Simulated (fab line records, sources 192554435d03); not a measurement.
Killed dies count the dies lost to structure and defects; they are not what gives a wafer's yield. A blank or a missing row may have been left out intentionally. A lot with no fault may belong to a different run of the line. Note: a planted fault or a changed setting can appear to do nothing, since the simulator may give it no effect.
Matching of chambers    flow n5-finfet    N5_BEOL_M4_STRIP_36 on rie-diel-01 has 4 sister chambers
The step strips in N2/H2. 4 wafers are shown with their chamber, then 11 later ones without.

== WAFERS, EACH WITH ITS CHAMBER ==
wafer   chamber  throttle-valve-pct (%)
L080.3  2        23.9
L086.2  3        24.1
L086.5  1        23.1
L087.3  0        23.3

== WAFERS WITHOUT THEIR CHAMBER ==
wafer   throttle-valve-pct (%)
L087.4  24.0
L087.6  23.1
L090.3  23.3
L090.4  23.3
L090.6  23.1
L092.2  23.5
L092.4  23.7
L092.6  23.1
L097.1  23.3
L097.2  23.1
L097.6  23.1

== CHAMBER TAKEN BY EACH ==
wafer    from the rows above       in truth
L087.4   can't be placed: 2 or 3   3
L087.6   1                         1
L090.3   0                         0
L090.4   0                         0
L090.6   1                         1
L092.2   0                         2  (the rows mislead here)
L092.4   2                         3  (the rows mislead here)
L092.6   1                         1
L097.1   0                         0
L097.2   1                         1
L097.6   1                         1
8 of 11 placed correctly. From these rows, 1 cannot be placed; in 1 the true chamber is one of the candidates. Wrongly placed: 2.
How it was worked out, from the rows above alone: a wafer's distance from a chamber is the root of the sum, over the readings, of the square of ((its reading less the chamber's mean) divided by the reading's scatter). If the next closest chamber is less than 2 further off than the closest, the wafer can't be placed; otherwise it belongs to the closest. For every chamber, the mean is computed from those of its wafers that are shown. The scatter (one wafer shown for each chamber): square how far every hidden wafer sits from the nearest shown wafer, average those squares and take the square root.
